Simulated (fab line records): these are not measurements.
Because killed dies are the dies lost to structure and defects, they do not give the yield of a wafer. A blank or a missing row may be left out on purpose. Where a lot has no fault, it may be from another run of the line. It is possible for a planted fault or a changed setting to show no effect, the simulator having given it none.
Struck lot and sound lot, side by side -- flow n5Finfet -- 39 out of 1938 route steps
Sound: wafers L521.1, L521.2, L521.4. Struck: wafer L524.6. (L524.2, L524.4 of the same lot were not struck and are left out.) The cause comes at the end.
Per side, at each step with rows, come the tool, then ch with its chambers, and then its first start. Under that, the readings that differ: sound wafers -- struck wafers -- difference of the means -- sigmas: that difference in standard deviations of wafers without a fault.
alike: same words and numbers on both sides, and readings whose means sit less than 2 such deviations apart. not compared: any withheld reading, any reading some wafer has no value for, any bound like >300 that may hide the same value, and any number with overlapping values for which the record gives no deviation.
Wherever a step has rows on one side only, a row that says differs or no value, or a row with sigmas, the two part there. When numbers do not overlap yet have no deviation, they are printed without sigmas and do not part them. A reading missing from all wafers of one side parts the sides only when that side holds two or more wafers.

first, 11 steps without rows for these wafers: N5_STI_FIN_REVEAL_DENSIFY_30; N5_STI_FIN_REVEAL_ETCHBACK_08 (etches SiO2 in C4F6/O2, target depth 30.5 nm, time 10.167 s); N5_STI_FIN_REVEAL_STRIP_24 (strips in N2/H2, time 90 s); N5_STI_FIN_REVEAL_PRECLEAN_25 (cleans in SPM, time 90 s); N5_STI_FIN_REVEAL_PRECLEAN_26 (cleans in SC1, time 45 s); N5_STI_FIN_REVEAL_PRECLEAN_29 (cleans in DHF, time 30 s); N5_STI_FIN_REVEAL_SRD_12 (time 30 s); N5_STI_FIN_REVEAL_RECESS_09 (chemistry HF/NH3, target SiO2, afs cycles 11, target depth 42.5 nm, sublimation time 60 s); N5_STI_FIN_REVEAL_STRIP_16 (strips SiNx in H3PO4, target depth 23.8 nm); N5_STI_FIN_REVEAL_PRECLEAN_17 (cleans in NF3:NH3, afs cycles 1, time 20 s, sublimation time 60 s); N5_STI_FIN_REVEAL_ETCH_34 (etches Si in H2, material Si, target depth 0.97 nm).
N5_STI_FIN_REVEAL_OXIDATION_31: chemistry O2 PLASMA REMOTE, time 20 s.
  sound on plasmaAsher-01 ch 0,1, day 3 12:20; struck on plasmaAsher-02 ch 0, day 4 05:51
  alike: drypumpMotorCurrentA, heaterPowerW
  not compared: rfHoursCounterH
then, 25 steps without rows for these wafers: N5_STI_FIN_REVEAL_PRECLEAN_32 (cleans in NF3:NH3, afs cycles 1, time 20 s, sublimation time 60 s); N5_STI_FIN_REVEAL_STRIP_35 (strips Si3N4 in H3PO4, target depth 4 nm, time 39 s); N5_STI_FIN_REVEAL_SRD_21 (time 30 s); N5_STI_FIN_REVEAL_OXIDATION_33 (chemistry O2 PLASMA REMOTE, time 20 s); N5_STI_FIN_REVEAL_CLEAN_19 (cleans in O3/DIW, time 120 s); N5_STI_FIN_REVEAL_SRD_23 (time 30 s); N5_STI_FIN_REVEAL_PRECLEAN_18 (cleans in SC2, time 45 s); N5_STI_FIN_REVEAL_SRD_28 (time 30 s); N5_DUMMY_GATE_PRECLEAN_00 (cleans in O3/DIW, time 60 s); N5_DUMMY_GATE_SRD_01 (time 30 s); N5_DUMMY_GATE_ALD_02 (deposits SiO2, target thk 2 nm, pulse time 1 s); N5_DUMMY_GATE_CVD_03 (deposits a-Si from SiH4, target thk 150 nm, time 8042 s); N5_DUMMY_GATE_PRECLEAN_46 (cleans in DIW, time 89.5 s); N5_DUMMY_GATE_SRD_47 (dry time 32 s); N5_DUMMY_GATE_CMP_04 (polishes a-Si); N5_DUMMY_GATE_HM_DEP_06 (deposits SiNx from DCS/NH3, target thk 80 nm, time 5141 s); N5_DUMMY_GATE_PECVD_30 (deposits SiO2 from TEOS/O2, target thk 55 nm, time 10.8 s); N5_DUMMY_GATE_COAT_34 (time 60 s, resist thk 60 nm); N5_DUMMY_GATE_COAT_35 (time 60 s, resist thk 10 nm); N5_DUMMY_GATE_COAT_28 (time 60 s, resist thk 10 nm); N5_DUMMY_GATE_COAT_09 (resist thk 30 nm); N5_DUMMY_GATE_EBR_11; N5_DUMMY_GATE_SOFTBAKE_10 (time 60 s); N5_DUMMY_GATE_EXPOSE_12 (exposes mask GATE, target cd 25 nm); N5_DUMMY_GATE_PEB_13 (peb time 60 s).
-- here the record skips 6 days between the struck wafers' starts before and after, leaving off in module DUMMY_GATE and picking up in module BEOL_M4 (first step shown: number 1111 of the route) --
N5_BEOL_M4_RC_MEAS_101:
  sound on prober-02 ch 0, day 8 09:47; struck on prober-02 ch 0, day 10 04:13
reading,sound,struck,difference,sigmas
DIBL_P (mV/V),36.4 38.3 37.2,40.7,+3.4,+2
IOFF_N (nA/um),0.146 0.163 0.156,0.267,+0.112,+5
IOFF_N_85C (nA/um),2.8 3.1 3.0,4.7,+1.7,+5
IOFF_N_LIN (nA/um),0.066 0.071 0.071,0.118,+0.049,+6
IOFF_N_LONG (nA/um),5.34e-05 5.3e-05 5.28e-05,6.19e-05,+8.83e-06,+4
IOFF_P (nA/um),0.175 0.193 0.190,0.285,+0.099,+4
IOFF_P_85C (nA/um),3.1 3.3 3.2,4.7,+1.5,+4
IOFF_P_LIN (nA/um),0.082 0.089 0.089,0.132,+0.045,+5
ION_N (uA/um),659 662 678,694,+28,+3
ION_P (uA/um),448 447 459,467,+16,+2
SS_N (mV/dec),71.6 71.6 70.8,72.6,+1.3,+2
SS_P (mV/dec),73.0 73.2 73.3,74.7,+1.5,+3
VT_N (mV),250.6 253.5 251.2,242.2,-9.6,-3
VT_N_LONG (mV),276.5 274.2 275.3,267.9,-7.4,-4
VT_N_LVT (mV),100.1 97.8 99.2,89.6,-9.4,-3
  alike: DIBL_N, VT_P
-- record jumps: 5 days separate the struck wafers' starts on either side; left off in module BEOL_M4, taken up again in module PASSIVATION, whose first shown step is the route's number 1936 --
N5_PASSIVATION_PROBE_49:
  sound on prober-01 at day 12 15:19; struck on prober-01 at day 15 00:45
reading,sound,struck,difference,sigmas
killed_at_M0_to_M3,25 18 23,44,+22,+2
sort_bin_4_leakage (%),0 0 0,0.08,+0.08,
  alike: defectLimitedYield, killed_at_M4_up, killedAtContacts, killedAtFrontEnd, killedAtOther, killedDies, killedOpen, killedShort, sort_bin_5_function, sort_bin_6_memory, sortNPass, sortYieldPct

== WHERE THEY PART ==
First at N5_BEOL_M4_RC_MEAS_101; last, within this record, at N5_PASSIVATION_PROBE_49.

WHY: whatever the simulator had introduced
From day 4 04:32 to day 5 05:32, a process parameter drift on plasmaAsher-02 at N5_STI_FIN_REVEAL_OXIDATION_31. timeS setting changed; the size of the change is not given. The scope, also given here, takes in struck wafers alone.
